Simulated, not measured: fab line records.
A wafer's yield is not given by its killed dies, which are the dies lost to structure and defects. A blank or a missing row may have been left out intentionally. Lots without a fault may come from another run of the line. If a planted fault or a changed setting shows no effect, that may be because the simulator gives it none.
fab line records | flow nand_harc
record lots=5 | wafers=14 | last_day=32
route steps=1302 shown THIN_TSV@1261 END@1301
lots that met no fault: from a run of the same line without faults
start_h: start of the lot's first displayed wafer, in hours after the record's first day | wait_h: time in hours since the lot's previous step | " unchanged from the row above | L1.1+2: one row covering several wafers at once | - no value, or no start was given | * or withheld: withheld | < > ~ a bound
route shown NAME@n: a module of which the file shows steps, and the number in the route of the first | usual: mean and standard deviation over wafers with no fault | same: alike in all rows | chamber/n: place in a boat | sites: per-site readings | _std_site: the values' standard deviation | _edge_site: outer sites' mean less inner sites' | radius_mm: for every site, how far away it sits from the centre of the wafer | mask NAME#n: copy n | behind: the tool/chamber that last shaped the wafer | hold: the reason the lot was held/the length of the hold in hours/how it ended | device: the transistor (n, p or np) that didn't switch | end of line: the route-end tests of the same wafers | a step without rows: its recipe alone | killed: at the first sort, the dies lost to defects and structure; wafer yield is something else | map: a wafer's dies, x killed, . not, _ none there
set.NAME: the setting the step ran with; set.NAME@STEP: the setting that earlier step ran with | model.NAME: the simulator's own value behind a step, which no gauge read
certain route steps with their lots: each step a table, each wafer a row
services: a tool's chamber out of use, with start hour (start_h, from the record's first day; less than 0 if before it), hours out, and reason
## steps
# step NHARC_THIN_TSV_DESCUM_14
# recipe time_s=3 | o2_flow_sccm=200 | ar_flow_sccm=0 | bias_power_w=0 | chemistry=O2
# usual drypump_motor_current_A=6.0/0.48 | oes_product_au=0.999/0.011 | rf_vpp_V=57.7/0.91 | showerhead_plenum_p_Torr=1.91/0.088 | throttle_valve_pct=11.311/0.0086
lot.wafer | tool        | chamber | start_h | wait_h | drypump_motor_current_A | oes_product_au | rf_hours_counter_h | rf_vpp_V | showerhead_plenum_p_Torr | throttle_valve_pct
L897.3    | rie_diel-08 | 1       | 587.63  | -      | 6.5                     | 1.013          | 1.4                | 58.3     | 1.96                     | 11.314
L897.1    | "           | 3       | "       | "      | 5.5                     | 1.005          | 1.3                | 57.6     | 1.93                     | 11.317
L897.5    | "           | 0       | "       | "      | 6.6                     | 0.998          | -                  | 58.7     | 1.94                     | 11.310
L902.1    | rie_diel-08 | 1       | 631.81  | -      | 6.5                     | 0.998          | 4.1                | 57.7     | 1.96                     | 11.321
L902.3    | "           | 3       | "       | "      | 5.6                     | 1.002          | 4.2                | 57.5     | 1.92                     | 11.315
L902.6    | "           | 1       | "       | "      | 6.5                     | 1.000          | -                  | 55.9     | 1.96                     | 11.314
L903.1    | rie_diel-09 | 3       | 635.10  | -      | 6.3                     | 0.994          | 5.9                | 56.3     | 1.78                     | 11.302
L903.5    | "           | 1       | "       | "      | 6.3                     | 0.986          | -                  | 57.7     | 2.02                     | 11.302
L903.6    | "           | 2       | "       | "      | 6.1                     | 1.018          | -                  | 58.3     | 1.79                     | 11.311
L905.4    | rie_diel-08 | 2       | 662.50  | -      | 5.4                     | 1.001          | 5.6                | 59.2     | 2.05                     | 11.316
L905.1    | "           | 3       | "       | "      | 5.6                     | 1.001          | 6.2                | 57.1     | 1.92                     | 11.315
L905.6    | "           | 1       | "       | "      | 6.5                     | 1.001          | -                  | 56.6     | 1.96                     | 11.318
L914.4    | rie_diel-08 | 0       | 746.69  | -      | 6.7                     | 0.994          | 0.6                | 58.7     | 1.94                     | 11.316
L914.2    | "           | 1       | "       | "      | 6.6                     | 0.978          | 0.7                | 58.1     | 1.96                     | 11.308
# step NHARC_THIN_TSV_ETCH_44
# recipe target_depth_a=15942 | time_s=797.1 | cf4_flow_sccm=150 | o2_flow_sccm=10 | ar_flow_sccm=0 | rf_w=300 | bias_w=800 | chemistry=CF4/O2
# usual cf4_flow_sccm=149.9/0.42 | drypump_motor_current_A=6.0/0.48 | oes_product_au=0.999/0.0096 | rf_vpp_V=794/5 | showerhead_plenum_p_Torr=1.83/0.078 | throttle_valve_pct=16.915/0.0085
lot.wafer | tool        | chamber | start_h | wait_h | cf4_flow_sccm | drypump_motor_current_A | oes_product_au | rf_hours_counter_h | rf_vpp_V | showerhead_plenum_p_Torr | throttle_valve_pct
L897.1    | rie_diel-08 | 1       | 587.82  | 0.2    | 150.1         | 6.5                     | 1.001          | 1.5                | 797      | 1.88                     | 16.912
L897.3    | "           | 2       | "       | "      | 150.3         | 5.4                     | 1.001          | 0.7                | 803      | 1.95                     | 16.916
L897.5    | "           | 0       | "       | "      | 150.4         | 6.7                     | 0.993          | -                  | 797      | 1.86                     | 16.922
L902.3    | rie_diel-08 | 0       | 631.90  | 0.1    | 150.1         | 6.7                     | 1.001          | 4.1                | 796      | 1.86                     | 16.922
L902.1    | "           | 3       | "       | "      | 150.0         | 5.6                     | 0.993          | 4.3                | 795      | 1.84                     | 16.918
L902.6    | "           | 0       | "       | "      | 149.6         | 6.7                     | 1.003          | -                  | 797      | 1.86                     | 16.919
L903.1    | rie_diel-09 | 2       | 635.17  | 0.1    | 149.4         | 6.0                     | 1.015          | 6.5                | 786      | 1.72                     | 16.918
L903.6    | "           | 2       | "       | "      | 150.1         | 6.1                     | 1.017          | -                  | 787      | 1.72                     | 16.919
L903.5    | "           | 3       | "       | "      | 150.2         | 6.3                     | 0.994          | -                  | 787      | 1.71                     | 16.927
L905.1    | rie_diel-08 | 1       | 662.69  | 0.2    | 149.1         | 6.5                     | 1.012          | 6.4                | 797      | 1.87                     | 16.912
L905.4    | "           | 2       | "       | "      | 149.8         | 5.4                     | 0.993          | 5.7                | 802      | 1.95                     | 16.906
L905.6    | "           | 0       | "       | "      | 151.0         | 6.7                     | 1.004          | -                  | 796      | 1.85                     | 16.880
L914.2    | rie_diel-08 | 2       | 746.78  | 0.1    | 149.9         | 5.4                     | 0.979          | 0.8                | 802      | 1.95                     | 16.914
L914.4    | "           | 0       | "       | "      | 149.9         | 6.7                     | 0.995          | 0.7                | 797      | 1.85                     | 16.915
# step NHARC_THIN_TSV_ETCH_15
# recipe target_depth_a=30000 | bosch_target_overetch_cycles=2 | bosch_etch_step_s=2.8 | bosch_dep_step_s=1.2 | bosch_cycles=14
# step NHARC_THIN_TSV_CD_MEAS_16
# usual cd_nm=1000.1/1.7
lot.wafer | tool      | chamber | start_h | wait_h | cd_nm
L897.1    | cd_sem-03 | -       | 588.43  | 0.1    | 1000.0
L897.3    | "         | -       | "       | "      | 1002.0
L897.5    | "         | -       | "       | "      | 999.5
L902.1    | cd_sem-02 | -       | 632.64  | 0.1    | 1001.8
L902.3    | "         | -       | "       | "      | 1003.4
L902.6    | "         | -       | "       | "      | 1004.4
L903.1    | cd_sem-03 | -       | 635.91  | 0.1    | 997.1
L903.5    | "         | -       | "       | "      | 1000.5
L903.6    | "         | -       | "       | "      | 998.0
L905.1    | cd_sem-03 | -       | 663.30  | 0.1    | 999.2
L905.4    | "         | -       | "       | "      | 1000.1
L905.6    | "         | -       | "       | "      | 999.4
L914.2    | cd_sem-01 | -       | 747.50  | 0.1    | 997.8
L914.4    | "         | -       | "       | "      | 998.9
# step NHARC_THIN_TSV_STRIP_45
# recipe power_w=1500 | temp_c=250 | chemistry=O2
# step NHARC_THIN_TSV_STRIP_46
# recipe time_s=1200 | temp_c=72.5 | chemistry=post_etch_residue_remover
# step NHARC_THIN_TSV_DEP_47
# recipe target_thk_a=2000 | temp_c=withheld | pressure_torr=6.5 | rf_w=900 | teos_flow_sccm=161.4 | flow_sccm=2650 | target_thk_nm=200 | gas=O2 | material=SiO2
# step NHARC_THIN_TSV_ETCHBACK_48
# recipe target_depth_a=10285 | over_etch_frac=0.3 | time_s=405.17 | ion_energy_ev=250 | c4f8_flow_sccm=withheld | ar_flow_sccm=withheld | rf_w=600 | bias_w=300 | chemistry=C4F8/Ar
# step NHARC_THIN_TSV_STRIP_62
# recipe power_w=1500 | temp_c=250 | time_s=20 | chemistry=N2/H2
# step NHARC_THIN_TSV_DEGAS_49
# recipe temp_c=300 | time_s=120
# step NHARC_THIN_TSV_PRE_CLEAN_50
# recipe time_s=30 | temp_c=280 | gas=H2/He
# usual heater_power_w=402/39 | susceptor_temp_C=280.00/0.19
lot.wafer | tool           | chamber | start_h | wait_h | heater_power_w | susceptor_temp_C
L897.3    | pvd_sputter-03 | -       | -       | -      | 432            | 280.19
L897.1    | "              | -       | "       | "      | 488            | 280.15
L897.5    | "              | -       | "       | "      | 431            | 279.96
L902.3    | pvd_sputter-03 | -       | -       | -      | 423            | 279.78
L902.1    | "              | -       | "       | "      | 380            | 279.85
L902.6    | "              | -       | "       | "      | 379            | 280.22
L903.1    | pvd_sputter-02 | -       | -       | -      | 441            | 280.13
L903.6    | "              | -       | "       | "      | 396            | 280.12
L903.5    | "              | -       | "       | "      | 332            | 280.03
L905.4    | pvd_sputter-03 | -       | -       | -      | 380            | 279.93
L905.1    | "              | -       | "       | "      | 495            | 280.26
L905.6    | "              | -       | "       | "      | 382            | 280.20
L914.2    | pvd_sputter-02 | -       | -       | -      | 413            | 280.14
L914.4    | "              | -       | "       | "      | 402            | 280.07
# step NHARC_THIN_TSV_PVD_19
# recipe target_thk_a=200 | chamber_pressure_pa=5 | material=TaN
# step NHARC_THIN_TSV_PVD_51
# recipe target_thk_a=1000 | chamber_pressure_pa=5 | material=Cu
# usual throttle_valve_pct=29.3/0.88
lot.wafer | tool           | chamber | start_h | wait_h | throttle_valve_pct
L897.1    | pvd_sputter-03 | -       | 590.53  | -      | 29.2
L897.3    | "              | -       | "       | "      | 27.7
L897.5    | "              | -       | "       | "      | 30.8
L902.3    | pvd_sputter-03 | -       | 634.87  | -      | 28.4
L902.1    | "              | -       | "       | "      | 27.8
L902.6    | "              | -       | "       | "      | 28.4
L903.1    | pvd_sputter-02 | -       | 637.98  | -      | 30.2
L903.6    | "              | -       | "       | "      | 30.7
L903.5    | "              | -       | "       | "      | 28.8
L905.4    | pvd_sputter-03 | -       | 666.04  | -      | 28.1
L905.1    | "              | -       | "       | "      | 29.5
L905.6    | "              | -       | "       | "      | 28.0
L914.4    | pvd_sputter-02 | -       | 749.58  | -      | 29.3
L914.2    | "              | -       | "       | "      | 29.3
# step NHARC_THIN_TSV_ECD_20
# recipe target_thk_a=20000 | material=Cu
# step NHARC_THIN_TSV_ANNEAL_52
# recipe temp_c=225 | time_s=90
# step NHARC_THIN_TSV_CMP_21
# recipe t_overpolish_s=30 | target_thk_nm=2000
# step NHARC_THIN_TSV_SRD_23
# step NHARC_THIN_TSV_DEGAS_53
# recipe temp_c=300 | time_s=60
# usual heater_power_w=463/47 | susceptor_temp_C=300.02/0.19
lot.wafer | tool           | chamber | start_h | wait_h | heater_power_w | susceptor_temp_C
L897.1    | pvd_sputter-02 | -       | 592.21  | 0.1    | 504            | 299.81
L897.3    | "              | -       | "       | "      | 468            | 300.28
L897.5    | "              | -       | "       | "      | 497            | 299.97
L902.1    | pvd_sputter-03 | -       | 636.57  | 0.1    | 438            | 300.18
L902.3    | "              | -       | "       | "      | 571            | 300.07
L902.6    | "              | -       | "       | "      | 494            | 299.79
L903.1    | pvd_sputter-03 | -       | 639.69  | 0.1    | 493            | 299.89
L903.6    | "              | -       | "       | "      | 498            | 299.93
L903.5    | "              | -       | "       | "      | 561            | 300.10
L905.4    | pvd_sputter-02 | -       | 667.77  | 0.1    | 399            | 300.22
L905.1    | "              | -       | "       | "      | 474            | 300.01
L905.6    | "              | -       | "       | "      | 431            | 299.98
L914.4    | pvd_sputter-03 | -       | 754.03  | 0.1    | 420            | 299.97
L914.2    | "              | -       | "       | "      | 508            | 300.14
# step NHARC_THIN_TSV_PRE_CLEAN_54
# recipe time_s=30 | temp_c=280 | gas=H2/He
# step NHARC_THIN_TSV_PVD_55
# recipe target_thk_a=500 | material=TiN
# step NHARC_THIN_TSV_PVD_24
# recipe target_thk_a=8000 | power_w=withheld | chamber_pressure_pa=withheld | substrate_temp_c=withheld | time_s=withheld | gas=Ar | material=Al
# step NHARC_THIN_TSV_DEHYDRATE_25
# recipe temp_c=150 | time_s=120
# step NHARC_THIN_TSV_HMDS_26
# recipe time_s=30
# step NHARC_THIN_TSV_COAT_27
# recipe spin_rpm=*
# step NHARC_THIN_TSV_SOFTBAKE_28
# recipe temp_c=122 | time_s=95
# step NHARC_THIN_TSV_EBR_29
# step NHARC_THIN_TSV_EXPOSE_30
# recipe na=0.55 | dose_mj=11.47 | mask_id=PAD
# step NHARC_THIN_TSV_PEB_31
# recipe peb_temp_c=118 | peb_time_s=85
# step NHARC_THIN_TSV_DEVELOP_32
# recipe time_s=70
# step NHARC_THIN_TSV_CD_MEAS_33
# recipe target_cd_nm=5000 | landing_energy_ev=500
# usual cd_nm=5001.1/1.9
lot.wafer | tool      | chamber | start_h | wait_h | cd_nm
L897.1    | cd_sem-02 | 0       | 593.38  | -      | 4998.2
L897.3    | "         | 0       | "       | "      | 5001.2
L897.5    | "         | 0       | "       | "      | 5001.4
L902.1    | cd_sem-02 | 0       | 637.60  | -      | 5000.7
L902.3    | "         | 0       | "       | "      | 5000.0
L902.6    | "         | 0       | "       | "      | 5002.1
L903.1    | cd_sem-03 | 0       | 640.84  | -      | 5003.5
L903.5    | "         | 0       | "       | "      | 4998.8
L903.6    | "         | 0       | "       | "      | 5002.7
L905.1    | cd_sem-02 | 0       | 668.80  | -      | 4997.8
L905.4    | "         | 0       | "       | "      | 5000.6
L905.6    | "         | 0       | "       | "      | 4998.3
L914.2    | cd_sem-02 | 0       | 755.26  | -      | 5000.0
L914.4    | "         | 0       | "       | "      | 5002.9
# step NHARC_THIN_TSV_HARDBAKE_34
# recipe temp_c=125 | time_s=80
# step NHARC_THIN_TSV_DESCUM_35
# recipe time_s=3 | o2_flow_sccm=200 | ar_flow_sccm=0 | bias_power_w=0 | chemistry=O2
# step NHARC_THIN_TSV_ETCH_59
# recipe target_depth_a=8800 | icp_w=900 | bias_w=100 | Cl2_flow_sccm=60 | bcl3_flow_sccm=30 | time_s=138.1 | chemistry=Cl2/BCl3
# step NHARC_THIN_TSV_ETCH_36
# recipe target_depth_a=650 | over_etch_frac=0.3 | time_s=18.571 | ion_energy_ev=150 | chemistry=Cl2/BCl3
# usual drypump_motor_current_A=5.5/0.35 | oes_product_au=0.998/0.0085
lot.wafer | tool         | chamber | start_h | wait_h | drypump_motor_current_A | oes_product_au | rf_hours_counter_h
L897.1    | rie_metal-02 | 1       | 593.92  | 0.2    | 5.5                     | 0.993          | 2.3
L897.3    | "            | 0       | "       | "      | 5.8                     | 0.995          | -
L897.5    | "            | 1       | "       | "      | 5.5                     | 1.004          | -
L902.1    | rie_metal-03 | 0       | 638.15  | 0.2    | 5.2                     | 1.001          | 2.4
L902.3    | "            | 0       | "       | "      | 5.2                     | 0.992          | -
L902.6    | "            | 0       | "       | "      | 5.2                     | 1.008          | -
L903.1    | rie_metal-02 | 1       | 641.40  | 0.2    | 5.5                     | 0.995          | 0.2
L903.6    | "            | 0       | "       | "      | 5.9                     | 1.001          | -
L903.5    | "            | 1       | "       | "      | 5.5                     | 0.986          | -
L905.1    | rie_metal-03 | 0       | 669.35  | 0.2    | 5.2                     | 1.002          | 3.0
L905.4    | "            | 0       | "       | "      | 5.2                     | 1.006          | -
L905.6    | "            | 1       | "       | "      | 5.0                     | 1.006          | -
L914.2    | rie_metal-02 | 0       | 755.82  | 0.2    | 5.8                     | 0.990          | 2.2
L914.4    | "            | 1       | "       | "      | 5.5                     | 0.992          | -
# step NHARC_THIN_TSV_STRIP_56
# recipe power_w=1500 | temp_c=250 | chemistry=O2
# step NHARC_THIN_TSV_STRIP_57
# recipe time_s=1200 | temp_c=72.5 | chemistry=post_etch_residue_remover
# step NHARC_THIN_TSV_CD_MEAS_37
# usual cd_nm=5001.3/2.9
lot.wafer | tool      | chamber | start_h | wait_h | cd_nm
L897.1    | cd_sem-01 | -       | 594.81  | -      | 4998.3
L897.3    | "         | -       | "       | "      | 5003.5
L897.5    | "         | -       | "       | "      | 4999.8
L902.1    | cd_sem-02 | -       | 639.04  | -      | 5002.6
L902.3    | "         | -       | "       | "      | 5004.1
L902.6    | "         | -       | "       | "      | 5006.8
L903.1    | cd_sem-02 | -       | 642.42  | -      | 5000.9
L903.5    | "         | -       | "       | "      | 5000.3
L903.6    | "         | -       | "       | "      | 5000.0
L905.1    | cd_sem-03 | -       | 670.24  | -      | 4996.1
L905.4    | "         | -       | "       | "      | 5001.3
L905.6    | "         | -       | "       | "      | 4996.4
L914.2    | cd_sem-01 | -       | 756.71  | -      | 4997.6
L914.4    | "         | -       | "       | "      | 5001.8
# step NHARC_THIN_TSV_ANNEAL_58
# recipe temp_c=400 | time_s=1800
# step NHARC_THIN_TSV_INSPECT_40
# usual raw_defect_count=556/87
lot.wafer | tool              | chamber | start_h | wait_h | raw_defect_count
L897.1    | defect_inspect-02 | -       | 598.57  | 0.4    | 515
L897.3    | "                 | -       | "       | "      | 537
L897.5    | "                 | -       | "       | "      | 544
L902.1    | defect_inspect-02 | -       | 642.59  | 0.4    | 657
L902.3    | "                 | -       | "       | "      | 647
L902.6    | "                 | -       | "       | "      | 508
L903.1    | defect_inspect-01 | -       | 647.01  | 0.4    | 591
L903.5    | "                 | -       | "       | "      | 490
L903.6    | "                 | -       | "       | "      | 508
L905.1    | defect_inspect-01 | -       | 673.12  | 0.4    | 546
L905.4    | "                 | -       | "       | "      | 686
L905.6    | "                 | -       | "       | "      | 600
L914.2    | defect_inspect-01 | -       | 761.30  | 0.4    | 435
L914.4    | "                 | -       | "       | "      | 455
# step NHARC_END_WLT_00
# usual VT_DECK1_BOTTOM=0.872/0.0069 | VT_DECK1_BOTTOM_INNER=0.872/0.0075 | VT_DECK1_MEDIAN_NEAR_BOTTOM=0.873/0.0076 | VT_DECK1_MEDIAN_NEAR_BOTTOM_INNER=0.873/0.0075 | VT_DECK1_MIDDLE=0.886/0.0068 | VT_DECK1_MIDDLE_INNER=0.884/0.0077 | VT_DECK1_TOP=0.897/0.0071 | VT_DECK1_TOP_INNER=0.896/0.0074 | VT_DECK2_BOTTOM=0.871/0.0071 | VT_DECK2_BOTTOM_INNER=0.872/0.0071 | VT_DECK2_MEDIAN_NEAR_BOTTOM=0.873/0.0075 | VT_DECK2_MEDIAN_NEAR_BOTTOM_INNER=0.872/0.0075 | VT_DECK2_MIDDLE=0.883/0.0071 | VT_DECK2_MIDDLE_INNER=0.883/0.0072 | VT_DECK2_TOP=0.894/0.008 | VT_DECK2_TOP_INNER=0.895/0.0079
lot.wafer | tool      | chamber | start_h | wait_h | VT_DECK1_BOTTOM | VT_DECK1_BOTTOM_INNER | VT_DECK1_MEDIAN_NEAR_BOTTOM | VT_DECK1_MEDIAN_NEAR_BOTTOM_INNER | VT_DECK1_MIDDLE | VT_DECK1_MIDDLE_INNER | VT_DECK1_TOP | VT_DECK1_TOP_INNER | VT_DECK2_BOTTOM | VT_DECK2_BOTTOM_INNER | VT_DECK2_MEDIAN_NEAR_BOTTOM | VT_DECK2_MEDIAN_NEAR_BOTTOM_INNER | VT_DECK2_MIDDLE | VT_DECK2_MIDDLE_INNER | VT_DECK2_TOP | VT_DECK2_TOP_INNER
L897.1    | prober-01 | -       | 598.62  | 0.0    | 0.877           | 0.877                 | 0.883                       | 0.876                             | 0.893           | 0.882                 | 0.902        | 0.905              | 0.864           | 0.866                 | 0.864                       | 0.858                             | 0.873           | 0.877                 | 0.879        | 0.892
L897.3    | "         | -       | "       | "      | 0.879           | 0.874                 | 0.877                       | 0.878                             | 0.882           | 0.887                 | 0.906        | 0.899              | 0.859           | 0.871                 | 0.865                       | 0.860                             | 0.872           | 0.875                 | 0.882        | 0.889
L897.5    | "         | -       | "       | "      | 0.877           | 0.877                 | 0.872                       | 0.871                             | 0.896           | 0.892                 | 0.902        | 0.904              | 0.865           | 0.869                 | 0.866                       | 0.864                             | 0.886           | 0.874                 | 0.886        | 0.894
L902.1    | prober-02 | -       | 642.63  | 0.0    | 0.866           | 0.859                 | 0.861                       | 0.870                             | 0.881           | 0.880                 | 0.891        | 0.886              | 0.862           | 0.869                 | 0.869                       | 0.877                             | 0.880           | 0.877                 | 0.887        | 0.890
L902.3    | "         | -       | 643.64  | 1.1    | 0.872           | 0.877                 | 0.875                       | 0.874                             | 0.886           | 0.881                 | 0.898        | 0.894              | 0.864           | 0.867                 | 0.869                       | 0.860                             | 0.864           | 0.873                 | 0.885        | 0.893
L902.6    | "         | -       | 645.16  | 2.6    | 0.863           | 0.861                 | 0.861                       | 0.859                             | 0.883           | 0.880                 | 0.889        | 0.893              | 0.865           | 0.872                 | 0.870                       | 0.873                             | 0.872           | 0.876                 | 0.893        | 0.892
L903.1    | prober-01 | -       | 650.39  | 3.4    | 0.871           | 0.869                 | 0.869                       | 0.878                             | 0.880           | 0.895                 | 0.901        | 0.910              | 0.863           | 0.860                 | 0.869                       | 0.873                             | 0.881           | 0.881                 | 0.891        | 0.887
L903.5    | "         | -       | 652.38  | 5.4    | 0.872           | 0.868                 | 0.869                       | 0.876                             | 0.877           | 0.884                 | 0.894        | 0.896              | 0.872           | 0.871                 | 0.868                       | 0.868                             | 0.880           | 0.885                 | 0.887        | 0.883
L903.6    | "         | -       | "       | "      | 0.872           | 0.882                 | 0.887                       | 0.878                             | 0.885           | 0.889                 | 0.903        | 0.904              | 0.875           | 0.878                 | 0.870                       | 0.870                             | 0.879           | 0.885                 | 0.895        | 0.890
L905.1    | prober-02 | -       | 673.18  | 0.1    | 0.874           | 0.877                 | 0.882                       | 0.880                             | 0.883           | 0.884                 | 0.897        | 0.900              | 0.867           | 0.859                 | 0.858                       | 0.865                             | 0.876           | 0.873                 | 0.890        | 0.881
L905.4    | "         | -       | 674.68  | 1.6    | 0.880           | 0.874                 | 0.876                       | 0.875                             | 0.893           | 0.884                 | 0.893        | 0.913              | 0.865           | 0.868                 | 0.866                       | 0.858                             | 0.875           | 0.874                 | 0.881        | 0.880
L905.6    | "         | -       | 675.68  | 2.6    | 0.881           | 0.876                 | 0.882                       | 0.886                             | 0.890           | 0.891                 | 0.899        | 0.908              | 0.867           | 0.864                 | 0.865                       | 0.861                             | 0.873           | 0.867                 | 0.874        | 0.889
L914.2    | prober-01 | -       | 761.85  | 0.6    | 0.879           | 0.880                 | 0.881                       | 0.887                             | 0.892           | 0.897                 | 0.906        | 0.901              | 0.874           | 0.870                 | 0.870                       | 0.872                             | 0.891           | 0.879                 | 0.891        | 0.888
# step NHARC_END_SORT_01
# recipe temp_c=25
# usual defect_limited_yield=91.5/2.9 | killed_at_array=53/20 | killed_at_other=1/1.2 | killed_at_periphery=3.7/2.6 | killed_dies=58/20 | killed_open=3.5/1.8 | killed_short=2.4/1.7 | sort_bin_2_pct=3.1/1.3 | sort_bin_3_pct=0.6/0.4 | sort_bin_4_pct=4.9/1.7 | sort_n_pass=619/20 | sort_rim_yield_pct=92/4 | sort_yield_pct=91.5/2.9
# same gross_dies=677 | sort_bin_5_pct[%]=0 | sort_bin_6_pct[%]=0 | sort_bin_7_pct[%]=0 | sort_bin_8_pct[%]=0 | sort_rim_n_gross=106.00
lot.wafer | tool      | chamber | start_h | wait_h | defect_limited_yield[%] | killed_at_array | killed_at_other | killed_at_periphery | killed_dies | killed_open | killed_short | sort_bin_2_pct[%] | sort_bin_3_pct[%] | sort_bin_4_pct[%] | sort_n_pass | sort_rim_yield_pct[%] | sort_yield_pct[%]
L902.1    | prober-02 | 0       | 645.66  | 2.5    | 88.3                    | 78              | 0               | 1                   | 79          | 0           | 4            | 4.0               | 0.7               | 6.9               | 598         | 96                    | 88.3
L902.3    | prober-02 | 0       | 647.24  | 3.1    | 89.2                    | 70              | 1               | 2                   | 73          | 6           | 1            | 3.1               | 0.9               | 6.8               | 604         | 97                    | 89.2
L902.6    | prober-02 | 0       | 649.60  | 3.9    | 87.6                    | 84              | 0               | 0                   | 84          | 0           | 5            | 4.9               | 0.7               | 6.8               | 593         | 98                    | 87.6
L914.4    | prober-01 | 0       | 766.76  | 3.4    | 0                       | 55              | 618             | 4                   | 677         | 5           | 3            | 93.2              | 0.6               | 6.2               | 0           | 0                     | 0
# killed by level:class
L902.1 A_CHANNEL_HOLE_D1:chamber_film_flake=34 A_CHANNEL_HOLE_D2:chamber_film_flake=33 A_CONTACT:chamber_film_flake=3 A_STAIRCASE:chamber_film_flake=2 A_ONON_D1:geometric_particle:short=1 A_CHANNEL_FILL_D1:geometric_particle:short=1 A_CHANNEL_HOLE_D2:geometric_particle:short=1 A_WL_FILL:geometric_particle:short=1
L902.3 A_CHANNEL_HOLE_D2:chamber_film_flake=30 A_CHANNEL_HOLE_D1:chamber_film_flake=26 A_STAIRCASE:chamber_film_flake=4 A_CONTACT:chamber_film_flake=4 A_CHANNEL_FILL_D1:geometric_particle:open=2 A_CHANNEL_FILL_D2:geometric_particle:open=2 P_M0:geometric_particle:open=1 A_CHANNEL_HOLE_D1:geometric_particle:open=1
L902.6 A_CHANNEL_HOLE_D1:chamber_film_flake=38 A_CHANNEL_HOLE_D2:chamber_film_flake=33 A_ONON_D2:geometric_particle:short=4 A_STAIRCASE:chamber_film_flake=3 A_CONTACT:chamber_film_flake=2 A_CHANNEL_HOLE_D1:geometric_particle:short=1 A_SLIT:chamber_film_flake=1 A_CHANNEL_FILL_D1:chamber_film_flake=1
L914.4 THIN_TSV:area_pvd=618 A_CHANNEL_HOLE_D1:chamber_film_flake=35 A_M1:chamber_film_flake=5 P_ZERO_WELL:chamber_film_flake=2 A_STAIRCASE:chamber_film_flake=2 A_SLIT:chamber_film_flake=2 A_CONTACT:chamber_film_flake=2 P_CONTACT:geometric_particle:open=1
# map L914.4 (x killed, . not)
____________x____________
_________xxxxxxx_________
_______xxxxxxxxxxx_______
______xxxxxxxxxxxxx______
_____xxxxxxxxxxxxxxx_____
____xxxxxxxxxxxxxxxxx____
____xxxxxxxxxxxxxxxxx____
___xxxxxxxxxxxxxxxxxxx___
___xxxxxxxxxxxxxxxxxxx___
__xxxxxxxxxxxxxxxxxxxxx__
__xxxxxxxxxxxxxxxxxxxxx__
_xxxxxxxxxxxxxxxxxxxxxxx_
_xxxxxxxxxxxxxxxxxxxxxxx_
_xxxxxxxxxxxxxxxxxxxxxxx_
_xxxxxxxxxxxxxxxxxxxxxxx_
_xxxxxxxxxxxxxxxxxxxxxxx_
xxxxxxxxxxxxxxxxxxxxxxxxx
xxxxxxxxxxxxxxxxxxxxxxxxx
xxxxxxxxxxxxxxxxxxxxxxxxx
xxxxxxxxxxxxxxxxxxxxxxxxx
xxxxxxxxxxxxxxxxxxxxxxxxx
_xxxxxxxxxxxxxxxxxxxxxxx_
_xxxxxxxxxxxxxxxxxxxxxxx_
_xxxxxxxxxxxxxxxxxxxxxxx_
_xxxxxxxxxxxxxxxxxxxxxxx_
_xxxxxxxxxxxxxxxxxxxxxxx_
__xxxxxxxxxxxxxxxxxxxxx__
__xxxxxxxxxxxxxxxxxxxxx__
___xxxxxxxxxxxxxxxxxxx___
___xxxxxxxxxxxxxxxxxxx___
____xxxxxxxxxxxxxxxxx____
____xxxxxxxxxxxxxxxxx____
_____xxxxxxxxxxxxxxx_____
______xxxxxxxxxxxxx______
_______xxxxxxxxxxx_______
_________xxxxxxx_________
____________x____________
# map L903.5 (x killed, . not)
____________.____________
_________......._________
_______..........._______
______.............______
_____..............._____
____.................____
____............x....____
___..............x....___
___...................___
__.....................__
__........x............__
_........x.............._
_......................._
_..........xx.x........._
_..............x........_
_....x.................._
............x............
.............xx..........
....x.......x............
......x..................
.........................
_......x....xxx....x.x.._
_..x.............x.x.xx._
_..........x.x.....xx..._
_.........x......xxx.x.._
_..........x......xxxx.._
__................xxxxx__
__.................xx.x__
___...............x...___
___.xx...........x..xx___
____.xx..............____
____..x..............____
_____xxx............_____
______x.x..........______
_______xx........._______
_________......x_________
____________.____________
## services
tool           | chamber | start_h | hours | kind
pvd_sputter-02 | -       | 572.80  | 15.3  | repair
rie_diel-08    | 0       | 578.39  | -     | clean
rie_diel-08    | 1       | 578.39  | -     | clean
rie_diel-08    | 2       | 578.39  | -     | clean
rie_diel-08    | 3       | 578.39  | -     | clean
rie_metal-03   | 1       | 596.63  | 6.6   | repair
rie_diel-09    | 0       | 600.89  | 9.3   | repair
rie_diel-08    | 0       | 602.89  | -     | clean
rie_diel-08    | 1       | 602.89  | -     | clean
pvd_sputter-02 | -       | 610.30  | 15.0  | repair
rie_diel-09    | 1       | 612.24  | 3.0   | repair
rie_diel-09    | 3       | 624.26  | 5.6   | repair
rie_metal-02   | -       | 631.02  | 9.0   | pm
pvd_sputter-03 | -       | 631.29  | 2.7   | repair
rie_diel-09    | -       | 674.10  | 9.0   | pm
rie_metal-03   | -       | 696.00  | 9.0   | pm
pvd_sputter-03 | -       | 704.01  | 10.0  | pm
rie_diel-08    | -       | 721.89  | 9.0   | pm
rie_metal-03   | 1       | 733.19  | 10.1  | repair
rie_diel-09    | 2       | 740.11  | 10.2  | repair
rie_diel-09    | 3       | 740.77  | 2.9   | repair
rie_diel-08    | -       | 742.80  | 0.5   | repair
rie_diel-09    | 3       | 747.33  | 8.2   | repair
rie_metal-03   | -       | 750.99  | 1.9   | repair
## key
first_sign step=NHARC_END_SORT_01 | reading=killed_at_other | direction=up | sigmas=99+ | usual=1 | struck=618
effect step=NHARC_END_SORT_01 | reading=sort_bin_2_pct | direction=up | sigmas=72 | usual=3.1 | struck=93.2
more_kills_born_at NHARC_THIN_TSV_PVD_51@pvd_sputter-02=618
met_at NHARC_THIN_TSV_PVD_51
struck_wafers L914.4
later_rows_left_out L914.4
onset_between 637.98 749.58
fault kind=process_parameter_drift | tool=pvd_sputter-02 | chamber=- | onset_h=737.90 | steps=NHARC_THIN_TSV_PVD_51 | channel=target_thk_a | offset=* | shape=step | end_h=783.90 | scope=struck_wafers_only | acts_in=* | stated=*
# later_rows_left_out: the simulator's readings of these wafers behind a module that went badly wrong aren't trusted and aren't shown, but for the sort
